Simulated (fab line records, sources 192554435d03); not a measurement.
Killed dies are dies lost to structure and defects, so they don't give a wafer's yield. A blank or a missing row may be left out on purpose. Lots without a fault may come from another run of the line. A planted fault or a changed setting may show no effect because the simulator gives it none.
fab line records | flow n5_finfet
record lots=9 wafers=27 last_day=18
route steps=1938 shown MOL_CONTACT_COAG@530 BEOL_M4@1111
lots that met no fault: from a run of the same line without faults
start_h: hours from the record's first day to the start of the lot's first wafer shown | wait_h: hours since the lot's step before | " the same as in the row above | L1.1+2: a row that stands for several wafers | - no value, or no start given | * or withheld: withheld | < > ~ a bound
route shown NAME@n: a module of which the file shows steps, and the number in the route of the first | usual: mean/standard deviation of fault-free wafers | same: alike in all rows | chamber/n: place in a boat | sites: the reading at each site | _std_site: their standard deviation | _edge_site: outer sites' mean less inner sites' | radius_mm: how far each site lies from the wafer's centre | mask NAME#n: copy n | behind: the tool/chamber that last shaped the wafer | hold: why the lot was held/for how many hours/how that ended | device: the transistor (n, p or np) that didn't switch | end of line: the same wafers' tests at the end of the route | a step without rows: its recipe alone | killed: dies lost to structure and defects at the first sort, not the wafer's yield | map: a wafer's dies, x killed, . not, _ none there
set.NAME: the setting as run; set.NAME@STEP: as run at that earlier step | model.NAME: the simulator's own value behind a step, which no gauge read
steps of the route over a sample of lots; a table a step, a row a wafer
services: from which hour (start_h, from the record's first day; less than 0 if before it) a tool's chamber was out of use, for how many hours, and why
## steps
# step N5_MOL_CONTACT_COAG_ETCH_59
# recipe chemistry=N2/H2 target=underlayer target_depth_a=130 mask_material=CAR-EUV time_s=10.4 ion_energy_ev=200 pressure_mtorr=30 source_w=840 bias_w=150 n2_flow_sccm=200 h2_flow_sccm=200 ends=cleared
# usual drypump_motor_current_A=5.6/0.46 etch_rf_on_time_s=10.52/0.26 oes_product_au=0.70/0.057 rf_vpp_V=524.1/2.1 showerhead_plenum_p_Torr=2.55/0.075 throttle_valve_pct=17.72/0.27
# columns lot.wafer tool chamber start_h wait_h drypump_motor_current_A etch_rf_on_time_s oes_product_au rf_hours_counter_h rf_vpp_V showerhead_plenum_p_Torr throttle_valve_pct
L802.3 rie_diel-03 3 129.15 0.0 6.0 10.35 0.65 119 524.1 2.55 17.72
L802.4 " 2 " " 5.6 10.49 0.76 16 525.2 2.59 17.28
L802.5 " 1 " " 6.1 10.63 0.78 - 525.4 2.60 17.53
L803.2 rie_diel-03 2 131.26 0.0 5.6 10.48 0.77 17 525.1 2.59 17.28
L803.5 " 3 " " 6.0 10.30 0.66 - 525.3 2.55 17.73
L803.6 " 2 " " 5.6 10.42 0.76 - 524.9 2.59 17.28
L804.2 rie_diel-06 3 136.56 0.0 6.6 10.29 0.69 78 525.2 2.58 18.06
L804.4 " 3 " " 6.6 10.15 0.70 - 525.0 2.58 18.09
L804.5 " 1 " " 4.8 10.22 0.65 - 522.3 2.42 17.85
L812.2 rie_diel-03 1 184.32 0.0 6.1 10.81 0.75 43 525.2 2.59 17.58
L812.3 " 2 " " 5.6 10.33 0.73 32 526.8 2.58 17.32
L812.5 " 3 " " 6.0 10.32 0.65 - 522.3 2.54 17.74
L814.1 rie_diel-03 1 197.06 0.0 6.2 10.83 0.75 47 525.2 2.59 17.56
L814.2 " 2 " " 5.6 10.38 0.74 36 524.5 2.58 17.32
L814.3 " 3 " " 6.0 10.32 0.65 138 523.8 2.54 17.75
L817.1 rie_diel-03 0 212.94 0.0 5.5 10.41 0.70 83 527.1 2.68 17.29
L817.5 " 0 " " 5.4 10.48 0.69 - 527.9 2.68 17.29
L817.6 " 3 " " 6.0 10.27 0.64 - 525.1 2.54 17.74
L818.2 rie_diel-06 0 224.33 0.0 6.2 10.49 0.73 52 522.7 2.47 17.82
L818.3 " 1 " " 4.9 10.47 0.62 178 520.1 2.41 17.90
L818.4 " 2 " " 5.5 11.06 0.67 110 520.5 2.45 17.69
L820.2 rie_diel-02 2 233.73 0.0 5.1 10.17 0.75 48 521.9 2.49 18.16
L820.4 " 1 " " 5.1 10.87 0.69 57 521.2 2.48 17.92
L820.5 " 0 " " 5.4 10.74 0.61 - 522.7 2.53 18.07
L819.1 rie_diel-03 1 237.27 0.0 6.1 10.71 0.73 61 524.8 2.58 17.60
L819.2 " 3 " " 6.0 10.36 0.63 153 525.2 2.53 17.77
L819.4 " 0 " " 5.5 10.42 0.68 92 528.1 2.67 17.31
# step N5_MOL_CONTACT_COAG_ANNEAL_113
# recipe temp_c=400 time_s=300 ambient=H2/N2
# usual lamp_power_pct=2.99/0.092 lamp_zone_6_pct=2.96/0.09 wafer_temp_C_max=401.5/0.38
# columns lot.wafer tool chamber start_h wait_h lamp_power_pct lamp_zone_6_pct wafer_temp_C_max
L802.3 rtp_anneal-02 0 132.62 0.7 2.89 2.86 401.4
L802.4 " 0 " " 2.89 2.86 402.3
L802.5 " 0 " " 2.89 2.86 402.1
L803.2 rtp_anneal-02 0 134.22 0.8 2.89 2.86 401.5
L803.5 " 0 " " 2.89 2.86 401.6
L803.6 " 0 " " 2.89 2.86 401.5
L804.2 rtp_anneal-01 0 140.47 0.6 3.08 3.05 401.6
L804.4 " 0 " " 3.07 3.04 400.9
L804.5 " 0 " " 3.07 3.04 401.2
L812.2 rtp_anneal-02 0 189.47 0.6 2.89 2.85 401.8
L812.3 " 0 " " 2.89 2.86 401.3
L812.5 " 0 " " 2.89 2.86 401.3
L814.1 rtp_anneal-02 0 200.67 0.4 2.89 2.86 400.7
L814.2 " 0 " " 2.89 2.86 400.9
L814.3 " 0 " " 2.89 2.86 401.6
L817.1 rtp_anneal-02 0 217.01 0.3 2.89 2.86 401.4
L817.5 " 0 " " 2.89 2.86 400.8
L817.6 " 0 " " 2.89 2.87 401.7
L818.2 rtp_anneal-01 0 230.15 0.5 3.07 3.04 401.2
L818.3 " 0 " " 3.07 3.04 400.9
L818.4 " 0 " " 3.08 3.04 401.1
L820.2 rtp_anneal-01 0 237.82 0.5 3.07 3.05 401.5
L820.4 " 0 " " 3.08 3.04 401.4
L820.5 " 0 " " 3.07 3.04 401.9
L819.1 rtp_anneal-01 0 240.98 0.3 3.07 3.04 401.5
L819.2 " 0 " " 3.08 3.04 402.1
L819.4 " 0 " " 3.07 3.05 401.2
# step N5_MOL_CONTACT_COAG_ALD_123
# recipe material=SiNx target_thk_a=50 temp_c=400 ald_precursor_family=SiH2I2 ald_co_reactant=N2/H2-plasma pulse_time_s=1 purge_time_s=2 co_reactant_purge_time_s=2 ald_cycles=100 pressure_torr=2
# usual heater_power_w=867/100 precursor_pulse_height_rel=1.000/0.021 susceptor_temp_C=399.99/0.22
# columns lot.wafer tool chamber start_h wait_h heater_power_w precursor_pulse_height_rel susceptor_temp_C
L802.3 ald_sin-02 0 136.23 0.0 988 0.989 399.87
L802.4 " 0 " " 1010 1.009 399.49
L802.5 " 2 " " 917 0.966 400.04
L803.2 ald_sin-02 2 139.78 0.0 1071 1.033 431.66
L803.5 " 2 " " 1066 1.036 431.67
L803.6 " 3 " " 1101 1.010 431.82
L804.2 ald_sin-02 0 144.63 0.0 1226 1.023 431.38
L804.4 " 3 " " 1116 1.036 431.90
L804.5 " 3 " " 1123 0.975 431.83
L812.2 ald_sin-01 3 194.94 0.1 635 1.007 399.81
L812.3 " 0 " " 980 1.018 399.67
L812.5 " 2 " " 848 0.981 400.48
L814.1 ald_sin-01 1 205.86 0.0 813 0.997 399.88
L814.2 " 0 " " 967 0.960 399.95
L814.3 " 3 " " 651 0.983 400.08
L817.1 ald_sin-03 3 222.81 1.1 736 0.995 400.33
L817.5 " 2 " " 797 0.997 399.83
L817.6 " 3 " " 728 1.015 400.32
L818.2 ald_sin-02 1 236.27 0.4 862 1.019 399.88
L818.3 " 2 " " 906 0.975 399.80
L818.4 " 3 " " 953 0.967 399.86
L820.2 ald_sin-01 2 243.10 0.1 863 0.995 399.65
L820.4 " 0 " " 976 1.005 399.90
L820.5 " 3 " " 661 1.005 399.66
L819.1 ald_sin-03 3 247.55 0.9 723 0.994 399.73
L819.2 " 2 " " 796 1.005 399.96
L819.4 " 2 " " 772 1.022 400.13
# step N5_MOL_CONTACT_COAG_ETCH_89
# recipe chemistry=N2/H2 target=underlayer target_depth_a=130 mask_material=CAR-EUV time_s=10.4 ion_energy_ev=200 pressure_mtorr=30 source_w=840 bias_w=150 n2_flow_sccm=200 h2_flow_sccm=200 ends=cleared
# usual drypump_motor_current_A=5.7/0.49 etch_rf_on_time_s=10.49/0.27 oes_product_au=0.70/0.053 rf_vpp_V=524.1/2.3 showerhead_plenum_p_Torr=2.55/0.078 throttle_valve_pct=17.72/0.27
# columns lot.wafer tool chamber start_h wait_h drypump_motor_current_A etch_rf_on_time_s oes_product_au rf_hours_counter_h rf_vpp_V showerhead_plenum_p_Torr throttle_valve_pct
L802.3 rie_diel-06 0 137.23 0.0 6.2 10.29 0.77 24 522.8 2.49 17.77
L802.4 " 3 " " 6.6 10.05 0.71 78 522.4 2.58 18.09
L802.5 " 1 " " 4.8 10.09 0.65 - 519.9 2.42 17.87
L803.2 rie_diel-03 2 141.05 0.0 5.6 10.26 0.78 20 526.8 2.59 17.29
L803.5 " 2 " " 5.6 10.31 0.76 - 525.1 2.59 17.29
L803.6 " 1 " " 6.1 10.61 0.77 - 525.0 2.60 17.54
L804.2 rie_diel-03 1 145.75 0.0 6.1 10.62 0.77 33 524.3 2.60 17.54
L804.4 " 3 " " 6.0 10.23 0.65 123 525.8 2.55 17.73
L804.5 " 3 " " 6.0 10.23 0.66 - 524.2 2.55 17.72
L812.2 rie_diel-03 0 196.06 0.0 5.5 10.32 0.70 78 527.6 2.68 17.28
L812.3 " 1 " " 6.1 10.75 0.74 47 525.8 2.59 17.56
L812.5 " 0 " " 5.5 10.46 0.71 - 528.9 2.68 17.29
L814.1 rie_diel-03 3 207.29 0.0 6.0 10.05 0.65 141 523.7 2.54 17.75
L814.2 " 0 " " 5.5 10.21 0.71 81 527.7 2.68 17.27
L814.3 " 2 " " 5.6 10.23 0.74 40 525.1 2.58 17.33
L817.1 rie_diel-03 0 223.94 0.0 5.5 10.51 0.69 87 528.6 2.68 17.31
L817.5 " 0 " " 5.5 10.37 0.70 - 528.4 2.68 17.29
L817.6 " 1 " " 6.1 10.62 0.75 - 524.3 2.59 17.57
L818.2 rie_diel-06 1 237.40 0.0 4.9 10.39 0.63 183 522.2 2.41 17.91
L818.3 " 0 " " 6.2 10.40 0.72 56 523.1 2.47 17.82
L818.4 " 0 " " 6.3 10.39 0.72 - 522.5 2.47 17.83
L820.2 rie_diel-03 3 244.22 0.0 6.0 10.24 0.63 155 523.1 2.53 17.76
L820.4 " 1 " " 6.2 10.61 0.73 62 524.9 2.58 17.59
L820.5 " 0 " " 5.5 10.40 0.69 - 527.9 2.67 17.33
L819.1 rie_diel-06 2 249.04 0.0 5.4 11.00 0.66 120 521.4 2.45 17.73
L819.2 " 0 " " 6.2 10.51 0.71 60 522.6 2.47 17.83
L819.4 " 1 " " 4.8 10.33 0.62 188 520.5 2.41 17.92
# step N5_BEOL_M4_RC_MEAS_101
# usual DIBL_N=36.0/1.9 DIBL_P=36.0/2.1 IOFF_N=0.155/0.029 IOFF_P=0.20/0.032 ION_N=672/11 ION_P=461/6.9 SS_N=71.5/0.58 SS_P=73.2/0.64 VT_N=250.4/2.9 VT_P=-251.0/2.8
# columns lot.wafer tool chamber start_h wait_h DIBL_N[mV/V] DIBL_P[mV/V] IOFF_N[nA/um] IOFF_P[nA/um] ION_N[uA/um] ION_P[uA/um] SS_N[mV/dec] SS_P[mV/dec] VT_N[mV] VT_P[mV]
L802.3 prober-02 0 214.62 0.3 40.6 39.6 0.218 0.27 676 465 72.8 74.5 248.8 -248.0
L802.4 " 0 " " 39.2 39.2 0.194 0.25 686 466 72.2 74.2 246.9 -246.9
L802.5 " 0 " " 41.7 41.4 0.236 0.30 678 467 72.6 74.4 246.5 -246.9
L803.2 prober-01 0 221.08 0.2 34.8 33.1 0.127 0.15 676 453 70.1 72.5 249.6 -256.0
L803.5 " 0 " " 37.0 35.7 0.158 0.19 684 462 71.7 73.2 250.7 -252.9
L803.6 " 0 " " 38.5 36.5 0.182 0.20 675 454 71.5 73.5 249.8 -251.3
L804.2 prober-02 0 223.72 0.2 37.7 38.7 0.197 0.25 671 459 72.4 73.5 246.4 -249.8
L804.4 " 0 " " 36.1 36.5 0.157 0.22 675 459 71.7 74.0 251.4 -250.4
L804.5 " 0 " " 38.0 38.1 0.179 0.23 665 453 72.1 73.7 249.0 -251.9
L812.2 prober-01 0 264.08 0.2 36.6 38.4 0.167 0.22 683 465 71.1 73.3 248.6 -251.8
L812.3 " 0 " " 35.1 36.3 0.144 0.18 680 463 71.1 73.1 249.2 -254.8
L812.5 " 0 " " 34.9 36.3 0.143 0.19 673 463 71.4 72.7 248.6 -253.8
L814.1 prober-01 0 285.18 0.0 35.9 37.6 0.158 0.19 682 463 71.7 73.3 251.3 -253.3
L814.2 " 0 " " 37.4 38.4 0.185 0.20 674 457 71.9 74.1 250.6 -255.3
L814.3 " 0 " " 35.4 37.0 0.133 0.17 658 456 71.7 73.5 255.4 -255.4
L817.1 prober-02 0 303.98 0.0 38.0 36.8 0.169 0.22 676 469 72.0 73.9 249.1 -247.3
L817.5 " 0 " " 36.2 35.3 0.148 0.20 673 462 70.9 73.6 250.4 -249.4
L817.6 " 0 " " 38.5 37.9 0.187 0.23 679 460 71.9 74.0 246.4 -247.4
L820.2 prober-01 0 311.51 0.2 37.5 36.0 0.179 0.23 672 465 71.6 73.9 248.6 -246.8
L820.4 " 0 " " 35.8 34.7 0.147 0.20 678 460 71.1 72.9 251.6 -250.3
L820.5 " 0 " " 38.0 36.4 0.173 0.24 657 450 71.5 73.8 248.6 -252.1
L818.2 prober-02 0 312.04 0.2 33.6 33.1 0.130 0.18 675 467 71.5 72.1 250.5 -250.3
L818.3 " 0 " " 32.7 32.2 0.124 0.17 673 464 70.7 72.4 255.6 -251.7
L818.4 " 0 " " 34.6 33.9 0.132 0.19 656 457 70.9 72.7 253.0 -251.1
L819.1 prober-01 0 313.78 0.0 34.4 35.1 0.149 0.19 682 466 71.6 73.0 252.9 -249.1
L819.2 " 0 " " 33.3 33.1 0.118 0.15 661 450 71.0 72.6 255.5 -255.7
L819.4 " 0 " " 32.8 33.0 0.119 0.16 674 462 70.4 72.9 251.2 -253.9
## services
# columns tool chamber start_h hours kind
ald_sin-02 3 121.55 17.2 repair
ald_sin-02 - 130.27 0.4 repair
rie_diel-06 0 131.05 5.5 repair
rie_diel-06 0 162.38 3.7 repair
rie_diel-02 1 162.82 3.1 repair
ald_sin-03 - 166.93 1.7 repair
ald_sin-03 - 178.05 14.0 pm
ald_sin-03 0 178.05 14.0 vent_cycle
ald_sin-03 1 178.05 14.0 vent_cycle
ald_sin-03 2 178.05 14.0 vent_cycle
ald_sin-03 3 178.05 14.0 vent_cycle
ald_sin-03 0 192.05 - clean
ald_sin-03 1 192.05 - clean
ald_sin-03 2 192.05 - clean
ald_sin-03 3 192.05 - clean
rie_diel-06 3 237.05 5.0 repair
rtp_anneal-01 - 243.40 3.5 pm
## key
first_sign step=N5_MOL_CONTACT_COAG_ALD_123 reading=susceptor_temp_C direction=up sigmas=99+ usual=* struck=*
effect step=N5_MOL_CONTACT_COAG_ALD_123 reading=heater_power_w direction=up sigmas=2.5 usual=* struck=* wafers_moved=2
met_at N5_MOL_CONTACT_COAG_ALD_123
struck_lots L803,L804
not_acting_at N5_MOL_CONTACT_COAG_ETCH_59,N5_MOL_CONTACT_COAG_ANNEAL_113,N5_MOL_CONTACT_COAG_ETCH_89
onset_between 136.23 139.78
fault kind=process_parameter_drift tool=ald_sin-02 chamber=- onset_h=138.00 steps=N5_MOL_CONTACT_COAG_ALD_123 channel=temp_c offset=* shape=step end_h=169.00 acts_in=* stated=*
